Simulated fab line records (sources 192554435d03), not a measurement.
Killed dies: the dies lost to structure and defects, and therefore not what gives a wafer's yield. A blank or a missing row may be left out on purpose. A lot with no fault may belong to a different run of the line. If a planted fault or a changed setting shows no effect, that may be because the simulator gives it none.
Lot-split experiment ; flow n5 finfet ; 21 wafers read across 7 lots, on a route 1938 steps long

ON THE SPLIT
At N5_BEOL_M15_TRENCH_ETCH_34 (etches SiO2 in C4F8/O2/Ar, target depth 872.93 nm, time 199 s), the setting time s was moved away from the recipe's 199 s on 7 of the 21 wafers read, by -13.6% to +18.9%. This setting was run at the recipe's value on the other wafers.

FROM THE SPLIT TO THE READING: what the file shows between them, 7 steps
- N5_BEOL_M15_STRIP_36: strips in O2
- N5_BEOL_M15_ECD_47: material Cu, target thk 1860 nm
- N5_BEOL_M15_ANNEAL_48: time 90 s
- N5_BEOL_M15_CMP_49: polishes, stops on SiO2, t overpolish 4.9 s, target thk 850 nm
- N5_BEOL_M15_THK_MEAS_50: measures by xrf
- N5_BEOL_M15_PRE_CLEAN_52: time 15 s
- N5_BEOL_M15_DEP_53: deposits SiCN from 3MS/NH3, target thk 50 nm, time 17.8 s

THE READING
M15_RS in ohm/sq, measured at N5_BEOL_M15_RS_MEAS_54 by four-point-probe. Typical for fault-free wafers on this fab line: 0.0216 ohm/sq, with standard deviation 0.0005 ohm/sq.

wafer;tool, chamber at the split;time s as run, s;against the recipe;M15_RS, ohm/sq;against lot-mates on the recipe
L075.2;rie diel-05, 0;199;recipe;0.0211;-
L075.4;rie diel-05, 2;217;+9.0%;0.0203;-0.0008
L075.5;rie diel-05, 2;217;+9.0%;0.0205;-0.0006
L077.1;rie diel-03, 2;199;recipe;0.0213;-
L077.3;rie diel-03, 0;172;-13.6%;0.0252;+0.0037
L077.5;rie diel-03, 3;199;recipe;0.0216;-
L080.2;rie diel-06, 1;199;recipe;0.0217;-
L080.5;rie diel-06, 0;199;recipe;0.0222;-
L080.6;rie diel-06, 1;231.3;+16.2%;0.0187;-0.0032
L085.2;rie diel-06, 1;199;recipe;0.0214;-
L085.3;rie diel-06, 2;199;recipe;0.0213;-
L085.4;rie diel-06, 0;199;recipe;0.0222;-
L095.3;rie diel-05, 0;236.6;+18.9%;0.0175;-0.0049
L095.4;rie diel-05, 3;199;recipe;0.0224;-
L095.6;rie diel-05, 0;236.6;+18.9%;0.0176;-0.0048
L097.3;rie diel-06, 2;199;recipe;0.0211;-
L097.4;rie diel-06, 1;214.4;+7.7%;0.0201;-0.0015
L097.5;rie diel-06, 0;199;recipe;0.0221;-
L096.1;rie diel-03, 2;199;recipe;0.0211;-
L096.3;rie diel-03, 1;199;recipe;0.0214;-
L096.4;rie diel-03, 3;199;recipe;0.0220;-

FIT RESULTS
A straight line over all 21 wafers: M15_RS changes by -0.000211 ohm/sq for each +1% of time s; r = -0.96; the points scatter about the line by 0.00047 ohm/sq.
The same after taking each lot's own level away (the mean of its wafers on the recipe; 21 wafers): -0.000232 ohm/sq for each +1%; r = -0.95; scatter 0.00057 ohm/sq.
According to that fit, moving time s by its largest amount changes the reading by 0.0044 ohm/sq.
The lots' own levels span 0.02110 to 0.02240 ohm/sq, that is 2.6 times the standard deviation above.
The two slopes are in agreement: the lot-to-lot level therefore moves the slope only a little.
Check: -0.004 ohm/sq against its lot-mates is what the line predicts for one of the wafers moved furthest among these (+18.9%) when that wafer is left out of the fit. It came out at -0.0049 ohm/sq against them.

THE WHOLE CHAIN: every reading that the file lists as answering this split, in the file's order
step;what it does;reading;change (the file's fit);r (the file's)
N5_BEOL_M15_TRENCH_ETCH_34;etches SiO2 in C4F8/O2/Ar, target depth 872.93 nm, time 199 s;etch.depth nm (the simulator's own value, which no gauge read);+9.47 nm for each +1% of the setting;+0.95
N5_BEOL_M15_TRENCH_ETCH_34;etches SiO2 in C4F8/O2/Ar, target depth 872.93 nm, time 199 s;coat_of_BEOL_M15_COAT_22.thk nm (the simulator's own value, which no gauge read);-1.98 nm for each +1% of the setting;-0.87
N5_BEOL_M15_CMP_49;polishes, stops on SiO2, t overpolish 4.9 s, target thk 850 nm;Cu_of_BEOL_M15_ECD_47.thk nm (the simulator's own value, which no gauge read);+9.5 nm for each +1% of the setting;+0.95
N5_BEOL_M15_THK_MEAS_50;measures by xrf;M15_THK;+9.42 for each +1% of the setting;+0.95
N5_BEOL_M15_RS_MEAS_54;measures by four-point-probe;M15_RS;-0.000226 for each +1% of the setting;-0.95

THE FILE'S OWN FIT
M15_RS changes by -0.000226 ohm/sq for each +1% of time s, r = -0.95.
